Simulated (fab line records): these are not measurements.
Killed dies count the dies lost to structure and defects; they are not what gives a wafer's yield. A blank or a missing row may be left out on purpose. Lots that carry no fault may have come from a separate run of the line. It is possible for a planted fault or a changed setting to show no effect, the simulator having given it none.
Lot-split experiment / flow n5-finfet / route with 1938 steps; 7 lots, 39 wafers read

THE SPLIT
At N5_BEOL_M7_ILD_DEP_00 (deposits SiCOH lowk from DEMS/porogen, target thk 179.75 nm, time 33.4 s), the setting target-thk-a was moved away from the recipe's 1797.5 angstrom on 12 of the 39 wafers read, by -42.6% to +25.2%. The other wafers ran this setting at the recipe's value.

FROM THE SPLIT ON TO THE READING: in between, the file shows 1 step
- N5_BEOL_M7_CURE_74: cures SiCOH lowk, time 240 s

THE READING
M7_ILD_THK at N5_BEOL_M7_THK_MEAS_01, in nm. Typical for fault-free wafers on this fab line: 155.5 nm, with standard deviation 1.9 nm.

wafer=L076.1; tool, chamber at the split=pecvd-03, 0; target-thk-a as run, angstrom=1797.5; against the recipe=recipe; M7_ILD_THK, nm=153.3; against lot-mates on the recipe=-
wafer=L076.2; tool, chamber at the split=pecvd-03, 2,1; target-thk-a as run, angstrom=1797.5; against the recipe=recipe; M7_ILD_THK, nm=154.6; against lot-mates on the recipe=-
wafer=L076.3; tool, chamber at the split=pecvd-03, 2,1; target-thk-a as run, angstrom=1797.5; against the recipe=recipe; M7_ILD_THK, nm=154.5; against lot-mates on the recipe=-
wafer=L076.4; tool, chamber at the split=pecvd-03, 2; target-thk-a as run, angstrom=1797.5; against the recipe=recipe; M7_ILD_THK, nm=158.0; against lot-mates on the recipe=-
wafer=L076.5; tool, chamber at the split=pecvd-03, 1; target-thk-a as run, angstrom=1797.5; against the recipe=recipe; M7_ILD_THK, nm=156.2; against lot-mates on the recipe=-
wafer=L076.6; tool, chamber at the split=pecvd-03, 0; target-thk-a as run, angstrom=1797.5; against the recipe=recipe; M7_ILD_THK, nm=156.7; against lot-mates on the recipe=-
wafer=L080.1; tool, chamber at the split=pecvd-01, 2; target-thk-a as run, angstrom=1797.5; against the recipe=recipe; M7_ILD_THK, nm=155.8; against lot-mates on the recipe=-
wafer=L080.2; tool, chamber at the split=pecvd-01, 1; target-thk-a as run, angstrom=2128; against the recipe=+18.4%; M7_ILD_THK, nm=183.0; against lot-mates on the recipe=+27.5
wafer=L080.3; tool, chamber at the split=pecvd-01, 0; target-thk-a as run, angstrom=1797.5; against the recipe=recipe; M7_ILD_THK, nm=154.5; against lot-mates on the recipe=-
wafer=L080.4; tool, chamber at the split=pecvd-01, 1; target-thk-a as run, angstrom=2128; against the recipe=+18.4%; M7_ILD_THK, nm=185.6; against lot-mates on the recipe=+30.1
wafer=L080.5; tool, chamber at the split=pecvd-01, 0; target-thk-a as run, angstrom=1797.5; against the recipe=recipe; M7_ILD_THK, nm=156.2; against lot-mates on the recipe=-
wafer=L080.6; tool, chamber at the split=pecvd-01, 2; target-thk-a as run, angstrom=2128; against the recipe=+18.4%; M7_ILD_THK, nm=187.1; against lot-mates on the recipe=+31.6
wafer=L081.1; tool, chamber at the split=pecvd-01, 0; target-thk-a as run, angstrom=1797.5; against the recipe=recipe; M7_ILD_THK, nm=152.9; against lot-mates on the recipe=-
wafer=L081.2; tool, chamber at the split=pecvd-01, 2; target-thk-a as run, angstrom=1797.5; against the recipe=recipe; M7_ILD_THK, nm=153.0; against lot-mates on the recipe=-
wafer=L081.3; tool, chamber at the split=pecvd-01, 1; target-thk-a as run, angstrom=1797.5; against the recipe=recipe; M7_ILD_THK, nm=155.4; against lot-mates on the recipe=-
wafer=L081.4; tool, chamber at the split=pecvd-01, 2; target-thk-a as run, angstrom=1797.5; against the recipe=recipe; M7_ILD_THK, nm=157.5; against lot-mates on the recipe=-
wafer=L081.5; tool, chamber at the split=pecvd-01, 1; target-thk-a as run, angstrom=1797.5; against the recipe=recipe; M7_ILD_THK, nm=155.3; against lot-mates on the recipe=-
wafer=L081.6; tool, chamber at the split=pecvd-01, 0; target-thk-a as run, angstrom=1797.5; against the recipe=recipe; M7_ILD_THK, nm=153.5; against lot-mates on the recipe=-
wafer=L085.1; tool, chamber at the split=pecvd-03, 1; target-thk-a as run, angstrom=1082; against the recipe=-39.8%; M7_ILD_THK, nm=92.4; against lot-mates on the recipe=-64.2
wafer=L085.2; tool, chamber at the split=pecvd-03, 0; target-thk-a as run, angstrom=1082; against the recipe=-39.8%; M7_ILD_THK, nm=93.0; against lot-mates on the recipe=-63.6
wafer=L085.3; tool, chamber at the split=pecvd-03, 2; target-thk-a as run, angstrom=1797.5; against the recipe=recipe; M7_ILD_THK, nm=154.9; against lot-mates on the recipe=-
wafer=L085.4; tool, chamber at the split=pecvd-03, 0; target-thk-a as run, angstrom=1082; against the recipe=-39.8%; M7_ILD_THK, nm=95.2; against lot-mates on the recipe=-61.4
wafer=L085.5; tool, chamber at the split=pecvd-03, 1; target-thk-a as run, angstrom=1797.5; against the recipe=recipe; M7_ILD_THK, nm=158.3; against lot-mates on the recipe=-
wafer=L085.6; tool, chamber at the split=pecvd-03, 2; target-thk-a as run, angstrom=1797.5; against the recipe=recipe; M7_ILD_THK, nm=156.6; against lot-mates on the recipe=-
wafer=L086.1; tool, chamber at the split=pecvd-03, 0; target-thk-a as run, angstrom=2250; against the recipe=+25.2%; M7_ILD_THK, nm=192.7; against lot-mates on the recipe=+37.1
wafer=L086.2; tool, chamber at the split=pecvd-03, 1; target-thk-a as run, angstrom=1797.5; against the recipe=recipe; M7_ILD_THK, nm=154.2; against lot-mates on the recipe=-
wafer=L086.3; tool, chamber at the split=pecvd-03, 2; target-thk-a as run, angstrom=2250; against the recipe=+25.2%; M7_ILD_THK, nm=193.2; against lot-mates on the recipe=+37.6
wafer=L086.4; tool, chamber at the split=pecvd-03, 2; target-thk-a as run, angstrom=2250; against the recipe=+25.2%; M7_ILD_THK, nm=196.0; against lot-mates on the recipe=+40.4
wafer=L086.5; tool, chamber at the split=pecvd-03, 1; target-thk-a as run, angstrom=1797.5; against the recipe=recipe; M7_ILD_THK, nm=157.4; against lot-mates on the recipe=-
wafer=L086.6; tool, chamber at the split=pecvd-03, 0; target-thk-a as run, angstrom=1797.5; against the recipe=recipe; M7_ILD_THK, nm=155.1; against lot-mates on the recipe=-
wafer=L094.1; tool, chamber at the split=pecvd-03, 2,1; target-thk-a as run, angstrom=1797.5; against the recipe=recipe; M7_ILD_THK, nm=155.1; against lot-mates on the recipe=-
wafer=L094.2; tool, chamber at the split=pecvd-03, 2,1; target-thk-a as run, angstrom=1797.5; against the recipe=recipe; M7_ILD_THK, nm=155.1; against lot-mates on the recipe=-
wafer=L094.5; tool, chamber at the split=pecvd-03, 0; target-thk-a as run, angstrom=1797.5; against the recipe=recipe; M7_ILD_THK, nm=158.3; against lot-mates on the recipe=-
wafer=L096.1; tool, chamber at the split=pecvd-03, 0; target-thk-a as run, angstrom=1031; against the recipe=-42.6%; M7_ILD_THK, nm=90.8; against lot-mates on the recipe=-66.6
wafer=L096.2; tool, chamber at the split=pecvd-03, 1; target-thk-a as run, angstrom=1797.5; against the recipe=recipe; M7_ILD_THK, nm=156.8; against lot-mates on the recipe=-
wafer=L096.3; tool, chamber at the split=pecvd-03, 2; target-thk-a as run, angstrom=1031; against the recipe=-42.6%; M7_ILD_THK, nm=90.4; against lot-mates on the recipe=-67.0
wafer=L096.4; tool, chamber at the split=pecvd-03, 1; target-thk-a as run, angstrom=1797.5; against the recipe=recipe; M7_ILD_THK, nm=157.0; against lot-mates on the recipe=-
wafer=L096.5; tool, chamber at the split=pecvd-03, 2; target-thk-a as run, angstrom=1797.5; against the recipe=recipe; M7_ILD_THK, nm=158.5; against lot-mates on the recipe=-
wafer=L096.6; tool, chamber at the split=pecvd-03, 0; target-thk-a as run, angstrom=1031; against the recipe=-42.6%; M7_ILD_THK, nm=90.6; against lot-mates on the recipe=-66.8
If several chambers appear in one row, that row covers several wafers at once and the file leaves open which wafer was in which chamber.

FIT RESULTS
A straight line over all 39 wafers: M7_ILD_THK changes by +1.55 nm for each +1% of target-thk-a; r = +1.00; the points scatter about the line by 1.6 nm.
The same after taking each lot's own level away (the mean of its wafers on the recipe; 39 wafers): +1.57 nm for each +1%; r = +1.00; scatter 1.5 nm.
That fit puts the effect of the largest move of target-thk-a on the reading at 67 nm.
Measured against the standard deviation above, the lots' own levels, which go from 154.60 to 157.43 nm, span 1.5 times it.
Consequently the slope shifts little with the lot-to-lot level, the two slopes agreeing.
Check: with one of the wafers moved furthest among these (-42.6%) left out of the fit, the line predicts -67.1 nm for it against its lot-mates. It came out at -66.6 nm against them.

OTHER SPLITS ON THESE WAFERS
These wafers also went through other splits before the reading. Each is held against what the fit with the lots' levels taken away leaves over:
other split on the same wafers=N5_BEOL_M3_CVD_47 target-thk-a; wafers away from the commonest value=12; r with M7_ILD_THK (lot level and that fit taken away)=-0.02
other split on the same wafers=N5_BEOL_M4_DEP_57 target-thk-a; wafers away from the commonest value=18; r with M7_ILD_THK (lot level and that fit taken away)=+0.01

THE WHOLE CHAIN: every reading that the file lists as answering this split, in the file's order
step=N5_BEOL_M7_ILD_DEP_00; what it does=deposits SiCOH lowk from DEMS/porogen, target thk 179.75 nm, time 33.4 s; reading=SiCOH_lowk_of_BEOL_M7_ILD_DEP_00.thk-nm (the simulator's own value, which no gauge read); change (the file's fit)=+1.81 nm for each +1% of the setting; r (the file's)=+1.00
step=N5_BEOL_M7_CURE_74; what it does=cures SiCOH lowk, time 240 s; reading=SiCOH_lowk_of_BEOL_M7_ILD_DEP_00.thk-nm (the simulator's own value, which no gauge read); change (the file's fit)=+1.57 nm for each +1% of the setting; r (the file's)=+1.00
step=N5_BEOL_M7_THK_MEAS_01; what it does=; reading=M7_ILD_THK; change (the file's fit)=+1.57 for each +1% of the setting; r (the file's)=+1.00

FILE'S OWN FIT
M7_ILD_THK changes by +1.57 nm for each +1% of target-thk-a, r = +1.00.
